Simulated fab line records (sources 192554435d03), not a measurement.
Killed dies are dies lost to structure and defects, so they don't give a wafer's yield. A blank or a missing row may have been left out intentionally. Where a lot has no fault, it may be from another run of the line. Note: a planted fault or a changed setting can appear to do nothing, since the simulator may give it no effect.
Split-lot trial | flow n5 finfet | 7 lots, 39 wafers read, on a route of 1938 steps

== SPLIT DETAILS ==
At N5_MIM_BOT_ETCH_ETCH_00 (etches TiN in Cl2/BCl3, target depth 45.5 nm), the setting target depth a was moved away from the recipe's 455 angstrom on 15 of the 39 wafers read, by -48.2% to +57.5%. The other wafers ran this setting at the recipe's value.

The reading is taken at the split's own step.

== THE READING ==
MIM_BOT_ETCH.cd offset nm (the simulator's own value, which no gauge read), in nm, at N5_MIM_BOT_ETCH_ETCH_00 (etches TiN in Cl2/BCl3, target depth 45.5 nm). The file does not state a usual value for it. Here, 24 wafers ran the recipe; their average is 0.1 nm with a standard deviation of 0.33 nm.

wafer  | tool, chamber at the split | target depth a as run, angstrom | against the recipe | MIM_BOT_ETCH.cd offset nm, nm | against lot-mates on the recipe
L075.1 | rie metal-02, 0            | 321                             | -29.5%             | 0.6                           | +0.3
L075.2 | rie metal-02, 0            | 321                             | -29.5%             | 1.2                           | +0.9
L075.3 | rie metal-02, 0            | 455                             | recipe             | 0.2                           | -
L075.4 | rie metal-02, 0            | 455                             | recipe             | 0.2                           | -
L075.5 | rie metal-02, 0            | 455                             | recipe             | 0.4                           | -
L075.6 | rie metal-02, 0            | 321                             | -29.5%             | 0.8                           | +0.5
L074.1 | rie metal-01, 1            | 716.5                           | +57.5%             | -1.6                          | -1.3
L074.2 | rie metal-01, 0            | 455                             | recipe             | -0.4                          | -
L074.3 | rie metal-01, 0            | 716.5                           | +57.5%             | -1.6                          | -1.3
L074.4 | rie metal-01, 1            | 455                             | recipe             | 0                             | -
L074.5 | rie metal-01, 1            | 716.5                           | +57.5%             | -1.6                          | -1.3
L074.6 | rie metal-01, 0            | 455                             | recipe             | -0.4                          | -
L080.1 | rie metal-03, 0            | 455                             | recipe             | -0.4                          | -
L080.2 | rie metal-03, 1            | 455                             | recipe             | 0.2                           | -
L080.3 | rie metal-03, 0            | 455                             | recipe             | -0.2                          | -
L080.4 | rie metal-03, 1            | 455                             | recipe             | 0.6                           | -
L080.5 | rie metal-03, 0            | 455                             | recipe             | 0                             | -
L080.6 | rie metal-03, 1            | 455                             | recipe             | 0.8                           | -
L081.2 | rie metal-03, 0            | 455                             | recipe             | 0.2                           | -
L081.5 | rie metal-03, 1            | 455                             | recipe             | 0.6                           | -
L081.6 | rie metal-03, 0            | 455                             | recipe             | 0.2                           | -
L083.1 | rie metal-01, 0            | 455                             | recipe             | 0                             | -
L083.2 | rie metal-01, 1            | 455                             | recipe             | -0.4                          | -
L083.3 | rie metal-01, 1            | 455                             | recipe             | -0.4                          | -
L083.4 | rie metal-01, 0            | 685.5                           | +50.7%             | -1.4                          | -1.1
L083.5 | rie metal-01, 0            | 685.5                           | +50.7%             | -1.8                          | -1.5
L083.6 | rie metal-01, 1            | 685.5                           | +50.7%             | -1.4                          | -1.1
L086.1 | rie metal-03, 1            | 235.7                           | -48.2%             | 1.4                           | +1.3
L086.2 | rie metal-03, 0            | 235.7                           | -48.2%             | 1                             | +0.9
L086.3 | rie metal-03, 0            | 455                             | recipe             | 0                             | -
L086.4 | rie metal-03, 1            | 235.7                           | -48.2%             | 1.2                           | +1.1
L086.5 | rie metal-03, 0            | 455                             | recipe             | 0                             | -
L086.6 | rie metal-03, 1            | 455                             | recipe             | 0.2                           | -
L091.1 | rie metal-03, 1            | 455                             | recipe             | 0                             | -
L091.2 | rie metal-03, 0            | 455                             | recipe             | 0.2                           | -
L091.3 | rie metal-03, 0            | 330.5                           | -27.4%             | 0.6                           | +0.5
L091.4 | rie metal-03, 1            | 455                             | recipe             | 0.2                           | -
L091.5 | rie metal-03, 0            | 330.5                           | -27.4%             | 0.8                           | +0.7
L091.6 | rie metal-03, 1            | 330.5                           | -27.4%             | 0.6                           | +0.5

THE FIT
A straight line over all 39 wafers: MIM_BOT_ETCH.cd offset nm changes by -0.0277 nm for each +1% of target depth a; r = -0.94; the points scatter about the line by 0.29 nm.
The same after taking each lot's own level away (the mean of its wafers on the recipe; 39 wafers): -0.0232 nm for each +1%; r = -0.94; scatter 0.23 nm.
On that fit, the largest move of target depth a shifts the reading by 1.3 nm.
Measured against the standard deviation above, the lots' own levels, which go from -0.27 to 0.33 nm, span 1.8 times it.
Thus the slope moves with the lot-to-lot level: the two fits are different.
Check: for one of the wafers moved furthest among these (+57.5%), held out of the fit, the line's prediction against its lot-mates is -1.36 nm. Against them it came out at -1.33 nm.

== THE OTHER SPLITS THESE WAFERS WENT THROUGH ==
Note: prior to the reading, these wafers also went through further splits. Each is held against what the fit with the lots' levels taken away leaves over:
other split on the same wafers      | wafers away from the commonest value | r with MIM_BOT_ETCH.cd offset nm (lot level and that fit taken away)
N5_BEOL_M13_TRENCH_ETCH_34 time s   | 18                                   | -0.13
N5_BEOL_M14_ILD_DEP_00 target thk a | 15                                   | -0.08

== THE WHOLE CHAIN: every reading that the file lists as answering this split, in the file's order ==
step                    | what it does                                 | reading                                                                    | change (the file's fit)                | r (the file's)
N5_MIM_BOT_ETCH_ETCH_00 | etches TiN in Cl2/BCl3, target depth 45.5 nm | etch.depth nm (the simulator's own value, which no gauge read)             | +0.446 nm for each +1% of the setting  | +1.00
N5_MIM_BOT_ETCH_ETCH_00 | etches TiN in Cl2/BCl3, target depth 45.5 nm | MIM_BOT_ETCH.cd offset nm (the simulator's own value, which no gauge read) | -0.0232 nm for each +1% of the setting | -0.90

== THE FILE'S OWN FIT ==
MIM_BOT_ETCH.cd offset nm changes by -0.0232 nm for each +1% of target depth a, r = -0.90.
